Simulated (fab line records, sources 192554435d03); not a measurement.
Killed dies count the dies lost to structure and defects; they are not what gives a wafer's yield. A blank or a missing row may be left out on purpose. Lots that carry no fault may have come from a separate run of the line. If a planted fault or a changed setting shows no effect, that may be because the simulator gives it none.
3 desks looking at one fault ; flow n5-finfet ; what lay behind the numbers comes last; until then each desk has only its own

## AT THE TOOL OWNER'S DESK: litho-track-02
The tool's own readings at N5_SD_EPI_N_COAT_32 (time 60 s, resist thk 350 nm): means of the sampled wafers that have a number, for each lot that ran on this tool. Any lot whose mean is over 4 standard deviations away from the usual mean is out of limits and marked OUT; that distance is given in the brackets.
Columns: A = spin-speed-rpm at N5_SD_EPI_N_COAT_32, usual 1500.2 rpm
lot;first seen here;A
L592;day 3 19:09;1500.5
L597;day 5 00:07;1661.3 (+99 or more) OUT
L598;day 5 09:17;1662.5 (+99 or more) OUT
This desk's finding: out of limits on L597, L598; first on L597, day 5 00:07 (spin-speed-rpm at N5_SD_EPI_N_COAT_32). L592 stayed within limits.

## THE METROLOGY DESK
What the gauges read, lot by lot, whatever tool the lot ran on: means of the sampled wafers that have a number. Any lot whose mean is over 4 standard deviations away from the usual mean is out of limits and marked OUT; that distance is given in the brackets. Shown here are 7 of its 10 readings, the ones lying furthest out on some lot.
Columns: A = DIBL_N at N5_BEOL_M4_RC_MEAS_101, usual 36.3 mV/V; B = IOFF_N at N5_BEOL_M4_RC_MEAS_101, usual 0.16 nA/um; C = IOFF_P at N5_BEOL_M4_RC_MEAS_101, usual 0.22 nA/um; D = SS_N at N5_BEOL_M4_RC_MEAS_101, usual 71.5 mV/dec; E = SS_P at N5_BEOL_M4_RC_MEAS_101, usual 73.2 mV/dec; F = VT_N at N5_BEOL_M4_RC_MEAS_101, usual 249 mV; G = VT_P at N5_BEOL_M4_RC_MEAS_101, usual -248.9 mV
lot;first seen here;A;B;C;D;E;F;G
L591;day 9 08:33;36.5;0.17;0.21;71.9;72.3;248;-250.1
L592;day 9 09:29;37.6;0.17;0.22;72.4;73.5;250;-249.4
L597;day 10 10:16;36.7;0.15;0.19;71.1;73.3;251;-254.2
L598;day 10 18:28;35.0;0.16;0.22;71.6;73.5;249;-246.5
L606;day 12 17:48;37.2;0.18;0.24;71.4;72.9;248;-246.9
L610;day 13 19:50;34.0;0.13;0.18;70.8;72.6;253;-251.1
This desk's finding: nothing out of limits on any of the 6 lots.

## THE DEFECT DESK
Lot by lot, what the route's inspections counted, given as the mean of those sampled wafers with a number. Any lot whose mean is over 4 standard deviations away from the usual mean is out of limits and marked OUT; that distance is given in the brackets.
Columns: A = raw-defect-count at N5_DUMMY_GATE_INSPECT_27, usual 262; B = raw-defect-count at N5_SPACER0_INSPECT_04, usual 119
lot;first seen here;A;B
L591;day 3 11:17;223;101
L592;day 3 18:16;295;148
L597;day 4 23:28;222;105
L598;day 5 08:10;287;101
L606;day 7 06:56;236;110
L610;day 8 04:36;237;107
This desk's finding: nothing out of limits on any of the 6 lots.

## TAKEN TOGETHER
The tool owner's desk could have raised an alarm at day 5 00:07, on L597, L598.
Metrology desk: nothing out of limits seen.
Nothing the defect desk looked at was out of limits.
The metrology desk has L597, L598 on record, within its limits.
The defect desk has L597, L598 on record, within its limits.
The lots listed all ran N5_SD_EPI_N_COAT_32 on litho-track-02.

## WHAT THE SIMULATOR HAD INSERTED
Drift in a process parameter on litho-track-02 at N5_SD_EPI_N_COAT_32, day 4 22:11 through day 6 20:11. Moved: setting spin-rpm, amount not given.
Struck lots among those shown: L597, L598.
Time in hours from fault onset to the first out-of-limits reading at each desk: the tool owner's desk, 2.
